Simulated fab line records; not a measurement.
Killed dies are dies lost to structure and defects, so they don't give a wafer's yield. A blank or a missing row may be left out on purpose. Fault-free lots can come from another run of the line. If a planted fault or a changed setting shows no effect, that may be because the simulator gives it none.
Which tool is to blame? + flow n5Finfet + 24 lots, 72 wafers sampled, at 5 steps of a route of 1938

## WHAT THE GAUGES READ, wafer by wafer
N5_BEOL_M15_OVL_MEAS_11. Usual: V14_OVL typically reads 2 nm, with standard deviation 5.8.
| lot  | measured     | on         | V14_OVL (nm) | flag |
|------|--------------|------------|--------------|------|
| L075 | day 11 16:11 | overlay-02 | 9 6 3        |      |
| L074 | day 11 20:43 | overlay-02 | -2 -3 -8     |      |
| L077 | day 11 23:19 | overlay-01 | -1 -5 -10    |      |
| L078 | day 12 05:01 | overlay-02 | -1 2 6       |      |
| L079 | day 12 11:18 | overlay-02 | 7 0 2        |      |
| L076 | day 12 15:10 | overlay-01 | 9 0 5        |      |
| L080 | day 12 20:02 | overlay-01 | 6 2 5        |      |
| L081 | day 12 20:19 | overlay-01 | 0 8 3        |      |
| L082 | day 13 00:37 | overlay-02 | 15 4 0       |      |
| L083 | day 13 13:40 | overlay-02 | 8 13 13      |      |
| L084 | day 13 20:08 | overlay-02 | -9 1 -8      |      |
| L087 | day 14 06:47 | overlay-02 | 11 1 -3      |      |
| L085 | day 14 09:57 | overlay-01 | 11 2 9       |      |
| L088 | day 14 13:18 | overlay-01 | 10 9 8       |      |
| L086 | day 14 19:11 | overlay-01 | 7 -1 4       |      |
| L089 | day 15 00:43 | overlay-02 | 4 -5 -2      |      |
| L090 | day 15 11:56 | overlay-01 | 0 1 -2       |      |
| L091 | day 15 13:10 | overlay-01 | 5 2 -3       |      |
| L093 | day 15 15:44 | overlay-01 | 5 7 -5       |      |
| L092 | day 16 04:38 | overlay-02 | 4 -1 -3      |      |
| L095 | day 16 13:54 | overlay-01 | -3 1 4       |      |
| L094 | day 16 14:43 | overlay-01 | 5 7 6        |      |
| L096 | day 16 16:00 | overlay-01 | 6 -1 -1      |      |
| L097 | day 16 22:13 | overlay-01 | 13 -2 10     |      |

## TOOL THAT RAN EACH LOT (tool first, then ch and the chambers of the sampled wafers, then the start)
| lot  | N5_BEOL_M13_SPUTTER_43      | N5_BEOL_M14_SPUTTER_43      | N5_BEOL_M14_SPUTTER_44      | N5_BEOL_M14_CMP_49            |
|------|-----------------------------|-----------------------------|-----------------------------|-------------------------------|
| L075 | pvdSputter-02, day 11 06:54 | pvdSputter-02, day 11 14:21 | pvdSputter-02, day 11 14:26 | cmp-01 ch 1,3, day 11 15:07   |
| L074 | pvdSputter-03, day 11 13:28 | pvdSputter-03, day 11 18:46 | pvdSputter-03, day 11 18:50 | cmp-01 ch 0,2,3, day 11 19:34 |
| L077 | pvdSputter-02, day 11 13:31 | pvdSputter-03, day 11 21:22 | pvdSputter-03, day 11 21:26 | cmp-02 ch 0,3, day 11 22:07   |
| L078 | pvdSputter-01, day 11 19:59 | pvdSputter-02, day 12 03:02 | pvdSputter-02, day 12 03:07 | cmp-01 ch 0,1,3, day 12 03:59 |
| L079 | pvdSputter-03, day 12 03:01 | pvdSputter-02, day 12 09:16 | pvdSputter-02, day 12 09:20 | cmp-02 ch 0,1,3, day 12 10:18 |
| L076 | pvdSputter-01, day 12 03:20 | pvdSputter-02, day 12 12:44 | pvdSputter-02, day 12 12:49 | cmp-01 ch 0,1,3, day 12 13:58 |
| L080 | pvdSputter-03, day 12 13:40 | pvdSputter-02, day 12 17:55 | pvdSputter-02, day 12 17:59 | cmp-04 ch 0,2,3, day 12 19:02 |
| L081 | pvdSputter-02, day 12 13:43 | pvdSputter-01, day 12 18:21 | pvdSputter-01, day 12 18:26 | cmp-01 ch 1,2,3, day 12 19:09 |
| L082 | pvdSputter-01, day 12 17:55 | pvdSputter-02, day 12 22:47 | pvdSputter-02, day 12 22:52 | cmp-04 ch 0,1,3, day 12 23:33 |
| L083 | pvdSputter-03, day 13 06:55 | pvdSputter-03, day 13 11:16 | pvdSputter-03, day 13 11:20 | cmp-04 ch 2,3, day 13 12:20   |
| L084 | pvdSputter-02, day 13 10:48 | pvdSputter-02, day 13 18:06 | pvdSputter-02, day 13 18:11 | cmp-02 ch 0,1, day 13 18:58   |
| L087 | pvdSputter-01, day 14 00:29 | pvdSputter-02, day 14 04:48 | pvdSputter-02, day 14 04:53 | cmp-02 ch 1,2,3, day 14 05:40 |
| L085 | pvdSputter-01, day 14 02:08 | pvdSputter-01, day 14 08:06 | pvdSputter-01, day 14 08:11 | cmp-02 ch 1,2,3, day 14 08:59 |
| L088 | pvdSputter-01, day 14 07:05 | pvdSputter-01, day 14 11:14 | pvdSputter-01, day 14 11:19 | cmp-01 ch 1,3, day 14 12:16   |
| L086 | pvdSputter-02, day 14 11:13 | pvdSputter-03, day 14 16:48 | pvdSputter-03, day 14 16:53 | cmp-01 ch 0,1,3, day 14 18:10 |
| L089 | pvdSputter-01, day 14 16:25 | pvdSputter-01, day 14 22:45 | pvdSputter-01, day 14 22:50 | cmp-01 ch 0,2,3, day 14 23:33 |
| L090 | pvdSputter-02, day 15 00:28 | pvdSputter-01, day 15 09:53 | pvdSputter-01, day 15 09:58 | cmp-01 ch 1,3, day 15 10:55   |
| L091 | pvdSputter-02, day 15 05:12 | pvdSputter-01, day 15 10:54 | pvdSputter-01, day 15 10:59 | cmp-02 ch 1,3, day 15 11:59   |
| L093 | pvdSputter-02, day 15 09:52 | pvdSputter-03, day 15 13:40 | pvdSputter-03, day 15 13:44 | cmp-04 ch 0,1,3, day 15 14:40 |
| L092 | pvdSputter-01, day 15 18:47 | pvdSputter-02, day 16 02:35 | pvdSputter-02, day 16 02:40 | cmp-04 ch 0,2,3, day 16 03:29 |
| L095 | pvdSputter-01, day 16 03:01 | pvdSputter-01, day 16 12:04 | pvdSputter-01, day 16 12:09 | cmp-04 ch 0,1, day 16 12:50   |
| L094 | pvdSputter-02, day 16 03:33 | pvdSputter-01, day 16 12:45 | pvdSputter-01, day 16 12:50 | cmp-04 ch 0,1, day 16 13:33   |
| L096 | pvdSputter-02, day 16 06:25 | pvdSputter-02, day 16 14:10 | pvdSputter-02, day 16 14:14 | cmp-04 ch 0,2, day 16 14:58   |
| L097 | pvdSputter-01, day 16 15:17 | pvdSputter-01, day 16 20:22 | pvdSputter-01, day 16 20:26 | cmp-01 ch 0,1,3, day 16 21:08 |
- N5_BEOL_M13_SPUTTER_43: material TaN, target thk 15 nm, time 24.19 s.
- N5_BEOL_M14_SPUTTER_43: material TaN, target thk 15 nm, time 24.19 s.
- N5_BEOL_M14_SPUTTER_44: material Ta, target thk 15 nm, time 24.19 s.
- N5_BEOL_M14_CMP_49: polishes, stops on SiO2, t overpolish 5.2 s, target thk 560 nm.

## AS READ BY THE TOOLS THEMSELVES (means over the sampled wafers that have a number; for cases with no such wafer, the mark the record gives instead)
N5_BEOL_M13_SPUTTER_43. Usual: 30.0 % for throttleValvePct, sd 1.5.
| lot  | tool          | throttleValvePct (%) | flag |
|------|---------------|----------------------|------|
| L075 | pvdSputter-02 | 30.4                 |      |
| L074 | pvdSputter-03 | 30.0                 |      |
| L077 | pvdSputter-02 | 30.4                 |      |
| L078 | pvdSputter-01 | 29.3                 |      |
| L079 | pvdSputter-03 | 30.8                 |      |
| L076 | pvdSputter-01 | 29.7                 |      |
| L080 | pvdSputter-03 | 29.3                 |      |
| L081 | pvdSputter-02 | 29.8                 |      |
| L082 | pvdSputter-01 | 29.3                 |      |
| L083 | pvdSputter-03 | 31.6                 |      |
| L084 | pvdSputter-02 | 30.3                 |      |
| L087 | pvdSputter-01 | 29.5                 |      |
| L085 | pvdSputter-01 | 28.9                 |      |
| L088 | pvdSputter-01 | 29.9                 |      |
| L086 | pvdSputter-02 | 29.8                 |      |
| L089 | pvdSputter-01 | 29.9                 |      |
| L090 | pvdSputter-02 | 29.9                 |      |
| L091 | pvdSputter-02 | 28.5                 |      |
| L093 | pvdSputter-02 | 29.9                 |      |
| L092 | pvdSputter-01 | 28.8                 |      |
| L095 | pvdSputter-01 | 29.5                 |      |
| L094 | pvdSputter-02 | 31.5                 |      |
| L096 | pvdSputter-02 | 30.0                 |      |
| L097 | pvdSputter-01 | 29.1                 |      |

N5_BEOL_M14_SPUTTER_43. Usual: 30.0 % for throttleValvePct, sd 1.5.
| lot  | tool          | throttleValvePct (%) | flag |
|------|---------------|----------------------|------|
| L075 | pvdSputter-02 | 31.2                 |      |
| L074 | pvdSputter-03 | 31.0                 |      |
| L077 | pvdSputter-03 | 30.6                 |      |
| L078 | pvdSputter-02 | 31.9                 |      |
| L079 | pvdSputter-02 | 30.9                 |      |
| L076 | pvdSputter-02 | 31.2                 |      |
| L080 | pvdSputter-02 | 29.1                 |      |
| L081 | pvdSputter-01 | 29.7                 |      |
| L082 | pvdSputter-02 | 29.8                 |      |
| L083 | pvdSputter-03 | 31.1                 |      |
| L084 | pvdSputter-02 | 29.0                 |      |
| L087 | pvdSputter-02 | 30.4                 |      |
| L085 | pvdSputter-01 | 28.8                 |      |
| L088 | pvdSputter-01 | 29.1                 |      |
| L086 | pvdSputter-03 | 30.9                 |      |
| L089 | pvdSputter-01 | 29.1                 |      |
| L090 | pvdSputter-01 | 28.9                 |      |
| L091 | pvdSputter-01 | 29.8                 |      |
| L093 | pvdSputter-03 | 30.1                 |      |
| L092 | pvdSputter-02 | 29.4                 |      |
| L095 | pvdSputter-01 | 30.5                 |      |
| L094 | pvdSputter-01 | 29.2                 |      |
| L096 | pvdSputter-02 | 30.5                 |      |
| L097 | pvdSputter-01 | 28.4                 |      |

N5_BEOL_M14_SPUTTER_44. Usual: 30.1 % for throttleValvePct, sd 1.5.
| lot  | tool          | throttleValvePct (%) | flag |
|------|---------------|----------------------|------|
| L075 | pvdSputter-02 | 31.2                 |      |
| L074 | pvdSputter-03 | 31.2                 |      |
| L077 | pvdSputter-03 | 30.6                 |      |
| L078 | pvdSputter-02 | 31.7                 |      |
| L079 | pvdSputter-02 | 30.8                 |      |
| L076 | pvdSputter-02 | 31.4                 |      |
| L080 | pvdSputter-02 | 28.9                 |      |
| L081 | pvdSputter-01 | 29.6                 |      |
| L082 | pvdSputter-02 | 30.0                 |      |
| L083 | pvdSputter-03 | 31.0                 |      |
| L084 | pvdSputter-02 | 29.1                 |      |
| L087 | pvdSputter-02 | 30.4                 |      |
| L085 | pvdSputter-01 | 29.0                 |      |
| L088 | pvdSputter-01 | 29.3                 |      |
| L086 | pvdSputter-03 | 30.9                 |      |
| L089 | pvdSputter-01 | 29.1                 |      |
| L090 | pvdSputter-01 | 28.9                 |      |
| L091 | pvdSputter-01 | 29.6                 |      |
| L093 | pvdSputter-03 | 30.2                 |      |
| L092 | pvdSputter-02 | 29.5                 |      |
| L095 | pvdSputter-01 | 30.6                 |      |
| L094 | pvdSputter-01 | 29.2                 |      |
| L096 | pvdSputter-02 | 30.5                 |      |
| L097 | pvdSputter-01 | 28.3                 |      |

N5_BEOL_M14_CMP_49. Usual: barrierFieldEndpointS 11.40 s, standard deviation 0.28; motorCurrentA 7.8 A, standard deviation 0.98; overpolishRunS 5.200 s, standard deviation 0.0092; timeToEndpointS 122 s, standard deviation 4.1.
| lot  | tool   | barrierFieldEndpointS (s) | motorCurrentA (A) | overpolishRunS (s) | timeToEndpointS (s) | flag |
|------|--------|---------------------------|-------------------|--------------------|---------------------|------|
| L075 | cmp-01 | 11.13                     | 7.0               | 5.195              | 120                 |      |
| L074 | cmp-01 | 10.83                     | 8.0               | 5.202              | 114                 |      |
| L077 | cmp-02 | 11.29                     | 7.9               | 5.196              | 122                 |      |
| L078 | cmp-01 | 11.27                     | 7.3               | 5.203              | 121                 |      |
| L079 | cmp-02 | 11.15                     | 8.1               | 5.199              | 120                 |      |
| L076 | cmp-01 | 11.34                     | 7.2               | 5.196              | 123                 |      |
| L080 | cmp-04 | 11.50                     | 7.5               | 5.204              | 123                 |      |
| L081 | cmp-01 | 11.75                     | 8.0               | 5.197              | 123                 |      |
| L082 | cmp-04 | 11.69                     | 7.6               | 5.196              | 128                 |      |
| L083 | cmp-04 | 11.10                     | 7.4               | 5.202              | 121                 |      |
| L084 | cmp-02 | 11.62                     | 8.4               | 5.200              | 123                 |      |
| L087 | cmp-02 | 11.47                     | 8.0               | 5.202              | 122                 |      |
| L085 | cmp-02 | 11.71                     | 8.2               | 5.205              | 125                 |      |
| L088 | cmp-01 | 11.53                     | 7.0               | 5.202              | 121                 |      |
| L086 | cmp-01 | 11.18                     | 7.3               | 5.193              | 118                 |      |
| L089 | cmp-01 | 11.51                     | 8.2               | 5.202              | 122                 |      |
| L090 | cmp-01 | 11.33                     | 6.9               | 5.192              | 122                 |      |
| L091 | cmp-02 | 11.61                     | 8.6               | 5.198              | 123                 |      |
| L093 | cmp-04 | 11.16                     | 7.7               | 5.199              | 123                 |      |
| L092 | cmp-04 | 11.63                     | 7.4               | 5.193              | 123                 |      |
| L095 | cmp-04 | 11.73                     | 7.7               | 5.201              | 124                 |      |
| L094 | cmp-04 | 11.66                     | 7.8               | 5.202              | 124                 |      |
| L096 | cmp-04 | 11.40                     | 6.8               | 5.193              | 120                 |      |
| L097 | cmp-01 | 11.28                     | 7.4               | 5.203              | 121                 |      |

## THE ANSWER, worked out from the rows above alone
Rule: a lot counts as off when the mean over its wafers that have a number is more than 3 standard deviations away from the usual mean. A lot without any number at a reading at which 4 lots or more have one is off too. Where the step has rows for the other lots, those lots are counted as sound. First the gauges in route order, then the tools' own readings, where a lot's mean is used as printed above. At the first step where some lot is off, the reading lying furthest off is the one used; lots without a number count as furthest.
Across all readings shown, no lot is off: no conclusion can be drawn from this.

## WHAT HAD BEEN PUT IN BY THE SIMULATOR
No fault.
